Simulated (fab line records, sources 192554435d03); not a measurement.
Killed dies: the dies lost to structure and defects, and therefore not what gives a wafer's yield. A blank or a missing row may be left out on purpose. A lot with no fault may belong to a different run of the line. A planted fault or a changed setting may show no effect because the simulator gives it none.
Which of the tools did it?	flow n5-finfet	Sampling: 22 lots, 66 wafers, 6 of 1938 route steps

WHAT EACH GAUGE READ, for each wafer
Not one reading of a measure or inspect step in the record can be checked against a usual standard deviation.

WHICH TOOL RAN EACH LOT (tool, then ch and the chambers of the sampled wafers, then the start)
lot	N5_MOL_CONTACT_COAG_TI_SIL_19	N5_MOL_CONTACT_COAG_CO_FILL_22	N5_MOL_CONTACT_COAG_DESCUM_88	N5_MOL_CONTACT_COAG_ETCH_89	N5_MOL_CONTACT_COAG_ALD_131	N5_MOL_CONTACT_COAG_ETCH_91
L074	pvd-sputter-03, day 4 16:34	cvd-co-02 ch 0,2, day 4 19:20	rie-diel-05 ch 0,1,2, day 5 02:52	rie-diel-05 ch 0,1,2, day 5 02:53	ald-sin-02 ch 1,3, day 5 03:01	rie-diel-06 ch 0,1,2, day 5 03:20
L075	pvd-sputter-01, day 4 22:34	cvd-co-02 ch 0,1, day 5 00:04	rie-diel-05 ch 1,2, day 5 06:14	rie-diel-05 ch 1,2, day 5 06:16	ald-sin-01 ch 0,1,3, day 5 06:22	rie-diel-06 ch 1,2,3, day 5 06:35
L076	pvd-sputter-03, day 5 02:00	cvd-co-01 ch 0,2, day 5 03:55	rie-diel-06 ch 0,1,3, day 5 09:44	rie-diel-06 ch 0,1,3, day 5 09:46	ald-sin-03 ch 0,2,3, day 5 09:52	rie-diel-06 ch 0,1,2, day 5 10:14
L077	pvd-sputter-01, day 5 11:56	cvd-co-02 ch 0,2, day 5 14:27	rie-diel-04 ch 2,3, day 5 20:11	rie-diel-04 ch 2,3, day 5 20:13	ald-sin-02 ch 0,1,3, day 5 20:22	rie-diel-05 ch 0,1, day 5 20:34
L078	pvd-sputter-01, day 5 14:26	cvd-co-01 ch 0,1, day 5 15:38	rie-diel-05 ch 0,2,3, day 5 21:07	rie-diel-05 ch 0,2,3, day 5 21:09	ald-sin-02 ch 0,2, day 5 21:15	rie-diel-05 ch 0,1,3, day 5 21:28
L080	pvd-sputter-02, day 6 07:46	cvd-co-02 ch 0,1,2, day 6 09:54	rie-diel-05 ch 0,1,3, day 6 17:19	rie-diel-05 ch 0,1,3, day 6 17:20	ald-sin-02 ch 0,1, day 6 17:26	rie-diel-05 ch 1,3, day 6 17:39
L081	pvd-sputter-03, day 6 12:01	cvd-co-01 ch 0,2, day 6 13:58	rie-diel-06 ch 0,1,2, day 7 01:15	rie-diel-06 ch 0,1,2, day 7 01:17	ald-sin-01 ch 0,3, day 7 01:23	rie-diel-05 ch 0,1,3, day 7 01:36
L082	pvd-sputter-02, day 7 01:15	cvd-co-02 ch 0,1,2, day 7 03:02	rie-diel-05 ch 0,3, day 7 11:11	rie-diel-05 ch 0,3, day 7 11:14	ald-sin-01 ch 0,1,2, day 7 11:20	rie-diel-05 ch 2,3, day 7 11:32
L083	pvd-sputter-01, day 7 10:02	cvd-co-01 ch 0,2, day 7 11:25	rie-diel-06 ch 0,1,3, day 7 17:31	rie-diel-06 ch 0,1,3, day 7 17:33	ald-sin-01 ch 0,1,3, day 7 17:39	rie-diel-06 ch 0,1,3, day 7 17:52
L085	pvd-sputter-03, day 7 11:23	cvd-co-01 ch 1,2, day 7 12:25	rie-diel-06 ch 0,1,3, day 7 18:09	rie-diel-06 ch 0,1,3, day 7 18:11	ald-sin-03 ch 0,1,2, day 7 18:17	rie-diel-04 ch 0,1,3, day 7 18:30
L086	pvd-sputter-01, day 7 19:49	cvd-co-02 ch 0,2, day 7 20:58	rie-diel-04 ch 0,2,3, day 8 05:25	rie-diel-04 ch 0,2,3, day 8 05:27	ald-sin-03 ch 0,1, day 8 06:38	rie-diel-04 ch 0,1,3, day 8 06:51
L088	pvd-sputter-02, day 8 08:26	cvd-co-02 ch 0,1,2, day 8 09:38	rie-diel-05 ch 0,3, day 8 17:07	rie-diel-05 ch 0,3, day 8 17:09	ald-sin-02 ch 0,2, day 8 17:32	rie-diel-06 ch 0,1, day 8 17:56
L087	pvd-sputter-01, day 8 08:54	cvd-co-02 ch 0,2, day 8 12:53	rie-diel-06 ch 1,2,3, day 8 18:52	rie-diel-06 ch 1,2,3, day 8 18:55	ald-sin-02 ch 1,2,3, day 8 19:16	rie-diel-05 ch 0,3, day 8 19:28
L089	pvd-sputter-03, day 8 17:22	cvd-co-02 ch 0,1,2, day 8 18:23	rie-diel-05 ch 0,3, day 9 04:02	rie-diel-05 ch 0,3, day 9 04:04	ald-sin-02 ch 0,1,2, day 9 04:10	rie-diel-04 ch 0,1,2, day 9 04:23
L090	pvd-sputter-03, day 9 05:01	cvd-co-01 ch 0,1,2, day 9 06:28	rie-diel-04 ch 1,2,3, day 9 13:06	rie-diel-04 ch 1,2,3, day 9 13:08	ald-sin-01 ch 0,2,3, day 9 13:14	rie-diel-06 ch 1,2,3, day 9 13:46
L091	pvd-sputter-02, day 9 06:24	cvd-co-01 ch 0,1,2, day 9 08:37	rie-diel-04 ch 0,1,3, day 9 17:52	rie-diel-04 ch 0,1,3, day 9 17:54	ald-sin-02 ch 0,1, day 9 18:02	rie-diel-04 ch 0,2,3, day 9 18:25
L092	pvd-sputter-02, day 9 18:44	cvd-co-02 ch 0,2, day 9 20:20	rie-diel-05 ch 1,2,3, day 10 04:29	rie-diel-05 ch 1,2,3, day 10 04:31	ald-sin-03 ch 0,1,2, day 10 04:38	rie-diel-05 ch 0,1, day 10 04:58
L094	pvd-sputter-03, day 9 19:06	cvd-co-02 ch 0,1, day 9 22:28	rie-diel-04 ch 0,1, day 10 05:10	rie-diel-04 ch 0,1, day 10 05:11	ald-sin-01 ch 1,2,3, day 10 05:17	rie-diel-06 ch 0,1,3, day 10 05:32
L093	pvd-sputter-01, day 9 20:00	cvd-co-01 ch 0,2, day 9 22:37	rie-diel-06 ch 0,1, day 10 07:05	rie-diel-06 ch 0,1, day 10 07:07	ald-sin-02 ch 0,1,2, day 10 07:13	rie-diel-05 ch 1,2,3, day 10 07:26
L095	pvd-sputter-01, day 10 03:37	cvd-co-01 ch 0,1,2, day 10 04:47	rie-diel-05 ch 0,3, day 10 12:38	rie-diel-05 ch 0,3, day 10 12:40	ald-sin-03 ch 0,1,2, day 10 12:46	rie-diel-06 ch 0,1,2, day 10 13:10
L096	pvd-sputter-03, day 10 07:28	cvd-co-02 ch 0,2, day 10 09:20	rie-diel-04 ch 1,3, day 10 16:26	rie-diel-04 ch 1,3, day 10 16:28	ald-sin-01 ch 2,3, day 10 16:34	rie-diel-06 ch 1,2, day 10 16:58
L097	pvd-sputter-02, day 10 16:48	cvd-co-01 ch 0,1, day 10 17:51	rie-diel-04 ch 2,3, day 11 02:56	rie-diel-04 ch 2,3, day 11 02:58	ald-sin-03 ch 1,2,3, day 11 03:07	rie-diel-06 ch 0,1,2, day 11 03:20
- N5_MOL_CONTACT_COAG_TI_SIL_19: material Ti, target thk 4.2 nm, time 15 s.
- N5_MOL_CONTACT_COAG_CO_FILL_22: material Co, precursor CCTBA/H2, target thk 20 nm.
- N5_MOL_CONTACT_COAG_DESCUM_88: chemistry O2, time 7 s.
- N5_MOL_CONTACT_COAG_ETCH_89: etches underlayer in N2/H2, target depth 13 nm, time 10.4 s.
- N5_MOL_CONTACT_COAG_ALD_131: deposits SiO2, target thk 5 nm, pulse time 1 s, co reactant pulse time 1 s.
- N5_MOL_CONTACT_COAG_ETCH_91: etches SOC in N2/H2, target depth 60 nm, overetch 21 nm, time 101.2 s.

WHAT THE TOOLS THEMSELVES READ (means of the sampled wafers that have a number; where no wafer has one, the mark that the record gives instead)
N5_MOL_CONTACT_COAG_TI_SIL_19. Usual: throttle-valve-pct reads 29.7 % (standard deviation 1.1).
lot	tool	throttle-valve-pct (%)	flag
L074	pvd-sputter-03	30.6	
L075	pvd-sputter-01	29.7	
L076	pvd-sputter-03	29.6	
L077	pvd-sputter-01	29.8	
L078	pvd-sputter-01	29.6	
L080	pvd-sputter-02	29.4	
L081	pvd-sputter-03	30.4	
L082	pvd-sputter-02	29.3	
L083	pvd-sputter-01	30.0	
L085	pvd-sputter-03	30.2	
L086	pvd-sputter-01	29.5	
L088	pvd-sputter-02	29.9	
L087	pvd-sputter-01	30.5	
L089	pvd-sputter-03	29.8	
L090	pvd-sputter-03	29.5	
L091	pvd-sputter-02	29.7	
L092	pvd-sputter-02	29.1	
L094	pvd-sputter-03	29.5	
L093	pvd-sputter-01	29.2	
L095	pvd-sputter-01	29.1	
L096	pvd-sputter-03	29.4	
L097	pvd-sputter-02	29.3	

N5_MOL_CONTACT_COAG_CO_FILL_22. Usual: heater-power-w reads 229 W (standard deviation 15).
lot	tool	heater-power-w (W)	flag
L074	cvd-co-02	226	
L075	cvd-co-02	242	
L076	cvd-co-01	215	
L077	cvd-co-02	222	
L078	cvd-co-01	217	
L080	cvd-co-02	241	
L081	cvd-co-01	220	
L082	cvd-co-02	234	
L083	cvd-co-01	219	
L085	cvd-co-01	220	
L086	cvd-co-02	230	
L088	cvd-co-02	237	
L087	cvd-co-02	226	
L089	cvd-co-02	239	
L090	cvd-co-01	222	
L091	cvd-co-01	215	
L092	cvd-co-02	225	
L094	cvd-co-02	241	
L093	cvd-co-01	222	
L095	cvd-co-01	219	
L096	cvd-co-02	234	
L097	cvd-co-01	216	

N5_MOL_CONTACT_COAG_DESCUM_88. Usual: chamber-pressure-mTorr 19.997 mTorr, standard deviation 0.018; drypump-motor-current-A 5.9 A, standard deviation 0.47; oes-product-au 0.80 a.u., standard deviation 0.078; rf-vpp-V 244.1 V, standard deviation 1.2; showerhead-plenum-p-Torr 2.15 Torr, standard deviation 0.064; throttle-valve-pct 20.4 %, standard deviation 0.35.
lot	tool	chamber-pressure-mTorr (mTorr)	drypump-motor-current-A (A)	oes-product-au (a.u.)	rf-vpp-V (V)	showerhead-plenum-p-Torr (Torr)	throttle-valve-pct (%)	flag
L074	rie-diel-05	19.989	5.8	0.86	243.4	2.16	20.4	
L075	rie-diel-05	20.009	5.6	0.84	243.0	2.09	20.4	
L076	rie-diel-06	20.010	5.9	0.81	244.7	2.18	20.4	
L077	rie-diel-04	19.987	6.3	0.86	243.6	2.17	20.3	
L078	rie-diel-05	19.996	5.8	0.85	244.1	2.14	20.0	
L080	rie-diel-05	20.023	5.9	0.80	244.7	2.20	20.4	
L081	rie-diel-06	19.992	6.3	0.76	244.5	2.14	20.4	
L082	rie-diel-05	19.976	6.1	0.84	244.6	2.21	20.1	
L083	rie-diel-06	19.982	5.9	0.79	244.2	2.18	20.4	
L085	rie-diel-06	19.994	6.0	0.78	244.6	2.18	20.4	
L086	rie-diel-04	19.986	5.8	0.84	243.6	2.15	20.5	
L088	rie-diel-05	19.984	6.0	0.76	243.4	2.18	20.1	
L087	rie-diel-06	20.002	5.8	0.87	244.6	2.13	20.2	
L089	rie-diel-05	20.007	6.0	0.76	245.1	2.18	20.1	
L090	rie-diel-04	20.000	6.1	0.77	244.6	2.16	20.3	
L091	rie-diel-04	20.003	5.7	0.79	243.3	2.11	20.5	
L092	rie-diel-05	20.003	5.7	0.75	242.5	2.12	20.4	
L094	rie-diel-04	20.001	5.5	0.74	243.8	2.11	20.4	
L093	rie-diel-06	19.987	6.4	0.75	244.8	2.18	20.6	
L095	rie-diel-05	20.004	6.0	0.76	244.7	2.17	20.1	
L096	rie-diel-04	19.977	6.0	0.72	244.2	2.13	20.2	
L097	rie-diel-04	19.996	6.3	0.81	243.4	2.16	20.4	

N5_MOL_CONTACT_COAG_ETCH_89. Usual: for chamber-pressure-mTorr, 30.004 mTorr with a standard deviation of 0.029; for drypump-motor-current-A, 5.9 A with a standard deviation of 0.47; for etch-rf-on-time-s, 10.30 s with a standard deviation of 0.25; for oes-product-au, 0.68 a.u. with a standard deviation of 0.067; for rf-vpp-V, 525.9 V with a standard deviation of 2.2; for showerhead-plenum-p-Torr, 2.61 Torr with a standard deviation of 0.081; for throttle-valve-pct, 17.7 % with a standard deviation of 0.32.
lot	tool	chamber-pressure-mTorr (mTorr)	drypump-motor-current-A (A)	etch-rf-on-time-s (s)	oes-product-au (a.u.)	rf-vpp-V (V)	showerhead-plenum-p-Torr (Torr)	throttle-valve-pct (%)	flag
L074	rie-diel-05	30.031	5.8	10.22	0.74	525.3	2.61	17.7	
L075	rie-diel-05	30.019	5.5	10.09	0.72	524.1	2.55	17.7	
L076	rie-diel-06	30.034	6.0	10.25	0.68	528.3	2.67	17.9	
L077	rie-diel-04	30.050	6.3	10.19	0.73	526.0	2.65	17.8	
L078	rie-diel-05	30.007	5.8	10.32	0.71	526.0	2.59	17.4	
L080	rie-diel-05	30.000	6.0	10.40	0.68	527.0	2.65	17.6	
L081	rie-diel-06	29.995	6.3	10.22	0.65	525.2	2.60	17.8	
L082	rie-diel-05	29.981	6.1	10.39	0.72	527.9	2.65	17.3	
L083	rie-diel-06	29.991	5.9	10.25	0.66	526.8	2.66	17.9	
L085	rie-diel-06	29.995	5.9	10.23	0.67	527.5	2.66	17.9	
L086	rie-diel-04	30.007	5.9	10.18	0.72	525.4	2.59	17.8	
L088	rie-diel-05	29.987	5.9	10.56	0.65	526.6	2.62	17.3	
L087	rie-diel-06	30.006	5.8	10.26	0.73	526.3	2.60	17.6	
L089	rie-diel-05	30.021	6.0	10.42	0.65	527.2	2.62	17.3	
L090	rie-diel-04	29.999	6.1	10.37	0.65	525.9	2.64	17.9	
L091	rie-diel-04	30.009	5.7	10.24	0.68	523.8	2.55	17.8	
L092	rie-diel-05	30.013	5.7	10.22	0.65	525.7	2.57	17.7	
L094	rie-diel-04	30.012	5.6	10.60	0.63	524.5	2.56	17.8	
L093	rie-diel-06	29.985	6.4	10.33	0.64	526.4	2.64	18.0	
L095	rie-diel-05	30.011	6.0	10.54	0.64	526.1	2.61	17.3	
L096	rie-diel-04	30.010	6.0	10.54	0.62	525.8	2.61	17.9	
L097	rie-diel-04	29.986	6.3	10.10	0.69	525.3	2.63	17.9	

N5_MOL_CONTACT_COAG_ALD_131. Usual: heater-power-w 79 W, standard deviation 12; precursor-pulse-height-rel 1.001, standard deviation 0.02.
lot	tool	heater-power-w (W)	precursor-pulse-height-rel	flag
L074	ald-sin-02	79	0.987	
L075	ald-sin-01	80	0.992	
L076	ald-sin-03	77	1.001	
L077	ald-sin-02	79	0.997	
L078	ald-sin-02	83	1.000	
L080	ald-sin-02	73	0.983	
L081	ald-sin-01	91	1.013	
L082	ald-sin-01	68	0.985	
L083	ald-sin-01	82	1.010	
L085	ald-sin-03	80	1.000	
L086	ald-sin-03	87	1.005	
L088	ald-sin-02	81	1.006	
L087	ald-sin-02	78	0.993	
L089	ald-sin-02	78	1.009	
L090	ald-sin-01	86	0.994	
L091	ald-sin-02	80	0.987	
L092	ald-sin-03	81	1.011	
L094	ald-sin-01	74	0.987	
L093	ald-sin-02	78	0.996	
L095	ald-sin-03	79	0.976	
L096	ald-sin-01	81	1.003	
L097	ald-sin-03	79	1.013	

N5_MOL_CONTACT_COAG_ETCH_91. Usual: chamber-pressure-mTorr 29.998 mTorr, standard deviation 0.029; drypump-motor-current-A 5.9 A, standard deviation 0.47; oes-product-au 0.66 a.u., standard deviation 0.062; rf-vpp-V 526.1 V, standard deviation 2.1; showerhead-plenum-p-Torr 2.62 Torr, standard deviation 0.079; throttle-valve-pct 17.7 %, standard deviation 0.34.
lot	tool	chamber-pressure-mTorr (mTorr)	drypump-motor-current-A (A)	oes-product-au (a.u.)	rf-vpp-V (V)	showerhead-plenum-p-Torr (Torr)	throttle-valve-pct (%)	flag
L074	rie-diel-06	30.008	6.2	0.65	525.8	2.60	17.7	
L075	rie-diel-06	29.996	5.8	0.65	526.2	2.61	17.7	
L076	rie-diel-06	29.977	6.2	0.64	526.4	2.60	17.7	
L077	rie-diel-05	30.000	6.1	0.74	528.6	2.67	17.5	
L078	rie-diel-05	30.004	6.0	0.68	526.7	2.65	17.6	
L080	rie-diel-05	30.005	5.8	0.62	526.1	2.62	17.6	
L081	rie-diel-05	29.995	6.0	0.67	527.8	2.65	17.6	
L082	rie-diel-05	29.997	5.7	0.64	524.4	2.56	17.4	
L083	rie-diel-06	29.988	6.0	0.65	527.3	2.66	17.9	
L085	rie-diel-04	29.991	5.7	0.67	523.9	2.56	17.7	
L086	rie-diel-04	30.005	5.7	0.67	524.0	2.56	17.7	
L088	rie-diel-06	30.000	6.4	0.64	526.7	2.65	18.0	
L087	rie-diel-05	30.007	6.1	0.69	526.4	2.65	17.3	
L089	rie-diel-04	30.024	5.7	0.65	525.0	2.59	17.8	
L090	rie-diel-06	29.973	5.8	0.69	525.6	2.60	17.6	
L091	rie-diel-04	29.976	5.8	0.69	524.6	2.58	17.8	
L092	rie-diel-05	30.000	6.1	0.69	528.4	2.66	17.6	
L094	rie-diel-06	30.014	6.0	0.63	526.4	2.65	17.9	
L093	rie-diel-05	29.984	5.7	0.63	524.7	2.57	17.7	
L095	rie-diel-06	29.980	6.2	0.69	525.8	2.59	17.7	
L096	rie-diel-06	29.994	6.3	0.71	525.8	2.60	17.5	
L097	rie-diel-06	30.008	6.2	0.67	525.4	2.59	17.7	

THE ANSWER, worked out from the rows above alone
Rule: take the mean of a lot's wafers that have a number; if it is more than 3 standard deviations from the usual mean, the lot is off. A lot without any number at a reading at which 4 lots or more have one is off too. Any other lot the step has rows for is counted as sound. The gauges are gone through in route order, then the tools' own readings, and for those a lot's mean is taken as printed above. At the first step where some lot is off, the reading lying furthest off is the one used; lots without a number count as furthest.
Across all readings shown, no lot is off: no conclusion can be drawn from this.

WHAT WAS PUT IN BY THE SIMULATOR
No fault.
